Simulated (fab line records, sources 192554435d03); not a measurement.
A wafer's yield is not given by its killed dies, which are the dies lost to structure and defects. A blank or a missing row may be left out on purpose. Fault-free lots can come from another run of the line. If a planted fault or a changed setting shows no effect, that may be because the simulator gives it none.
Comparing a struck lot with a sound one / flow n5-finfet / 38 out of 1938 route steps
Sound: the wafers L961.1, L961.3, L961.4. The struck wafers were L974.3, L974.5, L974.6. Last of all comes the cause.
At each step with rows: each side's tool, then ch and its chambers, then its first start. Under that, the readings that differ: sound wafers / struck wafers / difference of the means / sigmas: that difference in standard deviations of wafers without a fault.
alike: same words and numbers on both sides, and readings whose means sit less than 2 such deviations apart. not compared: any withheld reading, any reading some wafer has no value for, any bound like >300 that may hide the same value, and any number with overlapping values for which the record gives no deviation.
The two part at a step that has a row with sigmas, a row that says differs or no value, or rows on one side only. Numbers that don't overlap but have no deviation are shown without sigmas and don't part them. A reading that every wafer of one side lacks parts them only if that side has two wafers or more.

first, 9 steps without rows for these wafers: N5_BEOL_M4_ANNEAL_95 (time 240 s); N5_BEOL_M4_SPUTTER_96 (material Cu, target thk 4.5 nm, time 8.29 s); N5_BEOL_M4_ECD_50 (material Cu, target thk 300 nm); N5_BEOL_M4_ANNEAL_51 (time 90 s); N5_BEOL_M4_CMP_52 (polishes, stops on SiOC, t overpolish 6.8 s, target thk 40 nm); N5_BEOL_M4_PRE_CLEAN_60 (time 15 s); N5_BEOL_M4_CO_CAP_55 (material Co, precursor CCTBA/H2, target thk 2 nm, time 102.1 s); N5_BEOL_M4_PRE_CLEAN_56 (time 15 s); N5_BEOL_M4_DEP_57 (deposits SiCN from 3MS/NH3, target thk 8 nm, time 14 s).
N5_BEOL_M4_RC_MEAS_101:
  sound on prober-02 ch 0, day 10 09:19; struck on prober-02 ch 0, day 13 11:56
reading=ION_N (uA/um); sound=671 673 671; struck=646 658 653; difference=-19; sigmas=-2
reading=ION_P (uA/um); sound=472 463 463; struck=444 458 445; difference=-17; sigmas=-3
  alike: DIBL_N, DIBL_P, IOFF_N, IOFF_P, SS_N, SS_P, VT_N, VT_P
then, 24 steps without rows for these wafers: N5_BEOL_M5_ILD_DEP_00 (deposits SiCOH lowk from DEMS/porogen, target thk 140.64 nm, time 25.9 s); N5_BEOL_M5_CURE_79 (cures SiCOH lowk, time 240 s); N5_BEOL_M5_PECVD_70 (deposits SiO2 from TEOS/O2, target thk 16 nm, time 18 s); N5_BEOL_M5_HM_DEP_02 (deposits TiN, target thk 20 nm); N5_BEOL_M5_COAT_59 (time 60 s, resist thk 60 nm); N5_BEOL_M5_COAT_60 (time 60 s, resist thk 12 nm); N5_BEOL_M5_COAT_71 (time 60 s, resist thk 5 nm); N5_BEOL_M5_COAT_05 (resist thk 30 nm); N5_BEOL_M5_EBR_07; N5_BEOL_M5_SOFTBAKE_06 (time 60 s); N5_BEOL_M5_EXPOSE_08 (exposes mask M5, target cd 28 nm); N5_BEOL_M5_PEB_09 (peb time 60 s); N5_BEOL_M5_DEVELOP_10 (develop time 30 s); N5_BEOL_M5_DESCUM_16 (chemistry O2, time 7 s); N5_BEOL_M5_ETCH_72 (etches underlayer in N2/H2, target depth 6.5 nm, time 5.2 s); N5_BEOL_M5_ETCH_61 (etches SiARC in CF4, target depth 15.6 nm, time 26 s); N5_BEOL_M5_ETCH_62 (etches SOC in N2/H2, target depth 75 nm, overetch 15 nm, time 112.5 s); N5_BEOL_M5_STRIP_63 (strips in N2/H2); N5_BEOL_M5_STRIP_73 (strips in N2/H2); N5_BEOL_M5_STRIP_64 (strips in CF4); N5_BEOL_M5_HM_OPEN_17 (chemistry Cl2/BCl3, target TiN, target depth 20 nm, overetch 6 nm); N5_BEOL_M5_STRIP_19 (strips in O2); N5_BEOL_M5_COAT_65 (time 60 s, resist thk 60 nm); N5_BEOL_M5_COAT_66 (time 60 s, resist thk 12 nm).
-- record jumps: 3 days separate the struck wafers' starts on either side; left off in module BEOL_M5, taken up again in module BEOL_M11, whose first shown step is the route's number 1595 --
N5_BEOL_M11_ANNEAL_51: time 90 s.
  struck on rtp-anneal-01, day 16 02:40; sound on rtp-anneal-01 ch 0, day 13 05:29
  no value came back on the struck wafers for anneal-temp-c (C), anneal-temp-c-max, wafer_temp_C_max; on the sound wafers anneal-temp-c (C) reads 224.84 224.91 225.23
N5_BEOL_M11_CMP_52: polishes, stops on SiCOH lowk, t overpolish 7 s, target thk 140 nm.
  sound on cmp-03 ch 0,1,3, day 13 05:47; struck on cmp-03 ch 1,2,3, day 16 02:57
reading=barrier-field-endpoint-s (s); sound=28.5 28.6 29.7; struck=34.1 34.4 33.0; difference=+4.9; sigmas=+8
reading=time-to-endpoint-s (s); sound=64.7 62.2 64.7; struck=86.3 86.2 87.1; difference=+22.7; sigmas=+10
  alike: motor-current-A, overpolish-run-s
N5_BEOL_M15_RC_MEAS_101:
  sound on prober-02 ch 0, day 14 05:27; struck on prober-01 ch 0, day 17 06:27
reading=COMB_M12 (S/m); sound=5.4e-12 6.8e-12 4.9e-12; struck=9.8e-12 6.2e-12 9.3e-12; difference=+2.7e-12; sigmas=+2
reading=SERP_M10 (ohm/um); sound=3.01 3.05 3.05; struck=3.16 3.20 3.22; difference=+0.16; sigmas=+2
  alike: COMB_M10, COMB_M13, COMB_M14, COMB_M15, COMB_M5, COMB_M6, COMB_M7, COMB_M8, COMB_M9, SERP_M11, SERP_M12, SERP_M13, SERP_M14, SERP_M5, SERP_M6, SERP_M7, SERP_M8, SERP_M9
  not compared: COMB_M11, COMB_M11_max_site
N5_PASSIVATION_PROBE_49:
  sound on prober-01 at day 14 21:27; struck on prober-02 at day 17 20:44
reading=defect-limited-yield (%); sound=89.4 90.1 89.6; struck=44.2 41.9 55.8; difference=-42.4; sigmas=-30
reading=killed_at_M4_up; sound=19 18 20; struck=590 585 431; difference=+516; sigmas=+96
reading=killed-dies; sound=125 117 123; struck=659 686 521; difference=+500; sigmas=+31
reading=sort-n-pass; sound=1055 1063 1057; struck=521 494 659; difference=-500; sigmas=-31
reading=sort-yield-pct (%); sound=89.4 90.1 89.6; struck=44.2 41.9 55.8; difference=-42.4; sigmas=-30
  alike: killed_at_M0_to_M3, killed-at-contacts, killed-at-front-end, killed-at-other, killed-open, killed-short, sort_bin_5_function, sort_bin_6_memory

== WHERE THEY PART ==
Last at N5_PASSIVATION_PROBE_49 as far as this record goes, first at N5_BEOL_M4_RC_MEAS_101.

WHY: whatever the simulator had introduced
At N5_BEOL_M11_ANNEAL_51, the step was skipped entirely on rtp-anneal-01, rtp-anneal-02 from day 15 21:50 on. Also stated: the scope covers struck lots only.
